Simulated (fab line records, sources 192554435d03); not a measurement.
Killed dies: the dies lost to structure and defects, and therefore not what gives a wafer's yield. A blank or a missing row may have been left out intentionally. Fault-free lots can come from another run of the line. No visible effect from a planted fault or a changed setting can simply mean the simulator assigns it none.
The tool behind it: which one? | flow n5 finfet | 29 wafers from 10 lots sampled at 6 of the route's 1938 steps

WHAT THE GAUGES READ, wafer by wafer
N5_BEOL_M4_RC_MEAS_101. Usual: DIBL_N 36.5 mV/V, standard deviation 2.1; DIBL_P 36.6 mV/V, standard deviation 2.6; IOFF_N 0.17 nA/um, standard deviation 0.044; IOFF_P 0.21 nA/um, standard deviation 0.048; ION_N 674 uA/um, standard deviation 17; ION_P 462 uA/um, standard deviation 9.5; SS_N 71.6 mV/dec, standard deviation 0.77; SS_P 73.5 mV/dec, standard deviation 0.72; VT_N 250 mV, standard deviation 4.2; VT_P -250 mV, standard deviation 3.9.
lot  | measured     | on        | DIBL_N (mV/V)  | DIBL_P (mV/V)  | IOFF_N (nA/um) | IOFF_P (nA/um) | ION_N (uA/um) | ION_P (uA/um) | SS_N (mV/dec)  | SS_P (mV/dec)  | VT_N (mV)   | VT_P (mV)      | flag
L284 | day 9 02:22  | prober-02 | 36.8 34.5 35.9 | 36.2 33.7 34.8 | 0.19 0.15 0.18 | 0.25 0.22 0.22 | 686 673 683   | 468 466 469   | 71.4 71.3 71.5 | 74.0 73.4 73.4 | 246 252 245 | -245 -247 -249 |
L287 | day 10 11:35 | prober-02 | 37.2 40.6 39.5 | 37.7 42.3 40.8 | 0.14 0.24 0.20 | 0.20 0.28 0.25 | 667 706 685   | 462 478 465   | 71.1 72.4 72.2 | 73.0 74.4 74.3 | 253 241 248 | -253 -245 -247 |
L290 | day 11 21:37 | prober-01 | 39.1 37.9 34.6 | 39.4 39.1 33.8 | 0.21 0.18 0.12 | 0.24 0.23 0.17 | 694 666 664   | 469 461 457   | 72.9 72.4 70.8 | 74.1 73.7 73.6 | 247 250 255 | -248 -251 -254 |
L294 | day 12 06:16 | prober-01 | 37.4 37.1 35.6 | 37.5 36.5 34.6 | 0.16 0.14 0.12 | 0.22 0.21 0.18 | 680 658 665   | 464 465 464   | 71.7 72.3 71.1 | 73.9 73.2 72.7 | 251 254 255 | -249 -248 -251 |
L298 | day 12 13:56 | prober-02 | 34.3 36.0 36.1 | 33.9 37.2 37.2 | 0.12 0.16 0.15 | 0.15 0.21 0.21 | 659 688 662   | 451 466 455   | 71.0 71.6 71.7 | 73.1 73.3 74.1 | 258 249 251 | -258 -253 -253 |
L297 | day 13 00:13 | prober-01 | 38.7 38.1 36.4 | 38.6 38.9 36.6 | 0.21 0.21 0.16 | 0.25 0.25 0.21 | 703 696 677   | 473 480 455   | 71.7 71.5 70.9 | 74.1 73.7 73.3 | 243 244 248 | -249 -248 -250 |
L299 | day 13 12:56 | prober-02 | 35.9 33.9      | 32.5 32.2      | 0.13 0.11      | 0.17 0.17      | 642 643       | 446 449       | 70.9 70.0      | 72.0 71.7      | 254 252     | -252 -249      |
L300 | day 14 08:44 | prober-01 | 35.4 36.4 34.7 | 36.2 38.3 35.6 | 0.16 0.19 0.14 | 0.21 0.23 0.19 | 656 682 649   | 459 465 455   | 71.1 71.7 71.7 | 74.2 74.2 73.3 | 251 247 253 | -250 -251 -250 |
L302 | day 14 11:39 | prober-01 | 36.8 39.7 41.3 | 35.2 40.8 41.4 | 0.14 0.23 0.27 | 0.17 0.27 0.28 | 642 699 686   | 446 477 459   | 71.7 72.2 73.6 | 73.2 73.9 74.2 | 255 247 246 | -254 -245 -251 |
L304 | day 14 19:44 | prober-01 | 37.5 36.8 38.7 | 38.9 37.7 40.5 | 0.19 0.17 0.22 | 0.24 0.23 0.26 | 684 680 683   | 467 472 461   | 71.8 72.5 72.5 | 73.3 73.1 73.6 | 248 249 247 | -251 -248 -246 |

N5_BEOL_M10_CD_MEAS_11: target cd 64.1 nm. Usual: cd nm 64.1 nm, standard deviation 0.59.
lot  | measured     | on        | cd nm (nm)     | flag
L284 | day 11 10:39 | cd sem-03 | 62.8 63.9 63.8 |
L287 | day 12 15:53 | cd sem-02 | 63.2 64.6 64.3 |
L290 | day 13 18:58 | cd sem-03 | 64.2 64.3 63.2 |
L294 | day 14 10:05 | cd sem-03 | 65.6 64.4 63.7 |
L298 | day 14 23:49 | cd sem-03 | 64.3 65.1 63.9 |
L297 | day 15 06:11 | cd sem-02 | 64.3 64.3 64.0 |
L299 | day 15 12:48 | cd sem-03 | 64.2 64.4      |

TOOL THAT RAN EACH LOT (tool first, then ch and the chambers of the sampled wafers, then the start)
lot  | N5_BEOL_M9_STRIP_19                | N5_BEOL_M9_ETCH_41                            | N5_BEOL_M9_ECD_50              | N5_BEOL_M9_CMP_52
L284 | rie diel-02 ch 0,1, day 11 01:46   | rie diel-06 ch 0,1,3, day 11 07:02 or earlier | ecd cu-02 ch 0,1, day 11 07:02 | cmp-01 ch 0,1, day 11 07:40
L287 | rie diel-03 ch 0,1, day 12 07:10   | rie diel-06 ch 0,2,3, day 12 12:50 or earlier | ecd cu-01 ch 0, day 12 12:50   | cmp-02 ch 0,1,2, day 12 13:19
L290 | rie diel-03 ch 0,3, day 13 12:40   | rie diel-02 ch 0,1,2, day 13 15:26 or earlier | ecd cu-01 ch 0,1, day 13 15:26 | cmp-04 ch 0,2,3, day 13 16:13
L294 | rie diel-06 ch 0,3, day 14 01:41   | rie diel-06 ch 0,1,3, day 14 06:37 or earlier | ecd cu-01 ch 0,1, day 14 06:37 | cmp-04 ch 0,2,3, day 14 07:02
L298 | rie diel-03 ch 0,1, day 14 14:40   | rie diel-03 ch 0,1,3, day 14 21:11 or earlier | ecd cu-02 ch 0,1, day 14 21:11 | cmp-01 ch 2,3, day 14 21:35
L297 | rie diel-02 ch 0,2,3, day 14 23:44 | rie diel-02 ch 1,2,3, day 15 03:01 or earlier | ecd cu-01 ch 0,1, day 15 03:01 | cmp-01 ch 0,2,3, day 15 03:58
L299 | rie diel-02 ch 0,1, day 15 02:29   | rie diel-03 ch 1,2, day 15 09:05 or earlier   | ecd cu-02 ch 1, day 15 09:05   | cmp-04 ch 1,2, day 15 09:50
L300 | rie diel-06 ch 0,3, day 16 08:40   | rie diel-06 ch 0,1,3, day 16 12:16 or earlier | ecd cu-02 ch 0,1, day 16 12:16 | cmp-01 ch 2,3, day 16 12:59
L302 | rie diel-03 ch 1,2, day 16 03:01   | rie diel-03 ch 1,2,3, day 16 05:56 or earlier | ecd cu-02 ch 0,1, day 16 05:56 | cmp-01 ch 1,2,3, day 16 06:24
L304 | rie diel-06 ch 0,1,2, day 16 18:44 | rie diel-06 ch 0,1,2, day 17 01:56 or earlier | ecd cu-01 ch 0,1, day 17 01:56 | cmp-02 ch 0,2,3, day 17 02:23
- N5_BEOL_M9_STRIP_19: strips in O2.
- N5_BEOL_M9_ETCH_41: etches SiCN in CH3F/O2, target depth 36.6 nm, time 70.1 s.
- N5_BEOL_M9_ECD_50: material Cu, target thk 318 nm.
- N5_BEOL_M9_CMP_52: polishes, stops on SiCOH lowk, t overpolish 7 s, target thk 140 nm.

WHAT THE TOOLS THEMSELVES READ (means of the sampled wafers that have a number; where no wafer has one, the mark that the record gives instead)
N5_BEOL_M9_STRIP_19. Usual: drypump motor current A 5.6 A, standard deviation 0.36; oes product au 0.77 a.u., standard deviation 0.066; rf vpp V 3.7 V, standard deviation 0.58; showerhead plenum p Torr 2.10 Torr, standard deviation 0.077; throttle valve pct 16.69 %, standard deviation 0.2.
lot  | tool        | drypump motor current A (A) | oes product au (a.u.) | rf vpp V (V) | showerhead plenum p Torr (Torr) | throttle valve pct (%) | flag
L284 | rie diel-02 | 5.4                         | 0.82                  | 3.2          | 2.14                            | 16.45                  |
L287 | rie diel-03 | 6.1                         | 0.81                  | 3.2          | 2.13                            | 16.70                  |
L290 | rie diel-03 | 5.3                         | 0.76                  | 4.1          | 2.15                            | 16.87                  |
L294 | rie diel-06 | 5.7                         | 0.74                  | 3.7          | 2.05                            | 16.71                  |
L298 | rie diel-03 | 6.3                         | 0.77                  | 3.6          | 2.12                            | 16.83                  |
L297 | rie diel-02 | 5.5                         | 0.72                  | 3.8          | 2.01                            | 16.76                  |
L299 | rie diel-02 | 5.5                         | 0.78                  | 3.2          | 2.10                            | 16.54                  |
L300 | rie diel-06 | 5.6                         | 0.78                  | 3.4          | 2.06                            | 16.65                  |
L302 | rie diel-03 | 5.8                         | 0.84                  | 4.1          | 2.15                            | 16.67                  |
L304 | rie diel-06 | 5.6                         | 0.78                  | 3.8          | 2.04                            | 16.72                  |

N5_BEOL_M9_ETCH_41. Usual: drypump motor current A 5.6 A, standard deviation 0.35; oes product au 0.77 a.u., standard deviation 0.07; rf vpp V 297.2 V, standard deviation 1.6; showerhead plenum p Torr 1.99 Torr, standard deviation 0.072; throttle valve pct 16.35 %, standard deviation 0.21.
lot  | tool        | drypump motor current A (A) | oes product au (a.u.) | rf vpp V (V) | showerhead plenum p Torr (Torr) | throttle valve pct (%) | flag
L284 | rie diel-06 | 5.6                         | 0.81                  | 297.4        | 2.00                            | 16.34                  |
L287 | rie diel-06 | 5.7                         | 0.78                  | 296.2        | 1.93                            | 16.30                  |
L290 | rie diel-02 | 5.5                         | 0.77                  | 297.3        | 2.00                            | 16.27                  |
L294 | rie diel-06 | 5.6                         | 0.77                  | 297.4        | 1.99                            | 16.39                  |
L298 | rie diel-03 | 5.8                         | 0.75                  | 298.4        | 2.02                            | 16.45                  |
L297 | rie diel-02 | 5.5                         | 0.74                  | 297.6        | 1.98                            | 16.38                  |
L299 | rie diel-03 | 6.0                         | 0.83                  | 297.8        | 2.02                            | 16.23                  |
L300 | rie diel-06 | 5.6                         | 0.75                  | 297.5        | 1.98                            | 16.42                  |
L302 | rie diel-03 | 5.6                         | 0.79                  | 298.1        | 2.03                            | 16.39                  |
L304 | rie diel-06 | 5.6                         | 0.78                  | 296.4        | 1.94                            | 16.33                  |

N5_BEOL_M9_CMP_52. Usual: head pressure psi 1.0000 psi, standard deviation 0.002; motor current A 6.1 A, standard deviation 0.72; time to endpoint s 66 s, standard deviation 4.5.
lot  | tool   | head pressure psi (psi) | motor current A (A) | time to endpoint s (s) | flag
L284 | cmp-01 | 0.9996                  | 6.1                 | 62                     |
L287 | cmp-02 | 0.9988                  | 6.3                 | 65                     |
L290 | cmp-04 | 0.9987                  | 6.0                 | 71                     |
L294 | cmp-04 | 1.0017                  | 6.0                 | 72                     |
L298 | cmp-01 | 1.0018                  | 5.8                 | 69                     |
L297 | cmp-01 | 1.0000                  | 6.4                 | 68                     |
L299 | cmp-04 | 0.9992                  | 6.0                 | 66                     |
L300 | cmp-01 | 0.9995                  | 6.0                 | 4                      | OFF
L302 | cmp-01 | 0.9988                  | 5.7                 | 2                      | OFF
L304 | cmp-02 | 0.9996                  | 6.4                 | 2                      | OFF

THE ANSWER, worked out from the rows above alone
Rule: a lot counts as off when the mean over its wafers that have a number is more than 3 standard deviations away from the usual mean. A lot without any number at a reading at which 4 lots or more have one is off too. Where the step has rows for the other lots, those lots are counted as sound. After the gauges, taken in route order, come the tools' own readings; for these a lot's mean is taken, as printed above. The first step at which some lot is off is used, and at that step the reading that is off furthest; a lot without a number counts as furthest.
Off: L300, L302, L304, at N5_BEOL_M9_CMP_52 (time to endpoint s).
If a tool, at that step or one of the process steps before it, ran each lot that is off and ran no sound lot following the first of them, it fits. Because N5_BEOL_M9_ETCH_41 lacks a start for some lots, the hours and order of its lots are taken from N5_BEOL_M9_ECD_50. No candidate that was tried fits.

WHAT THE SIMULATOR HAD PUT IN
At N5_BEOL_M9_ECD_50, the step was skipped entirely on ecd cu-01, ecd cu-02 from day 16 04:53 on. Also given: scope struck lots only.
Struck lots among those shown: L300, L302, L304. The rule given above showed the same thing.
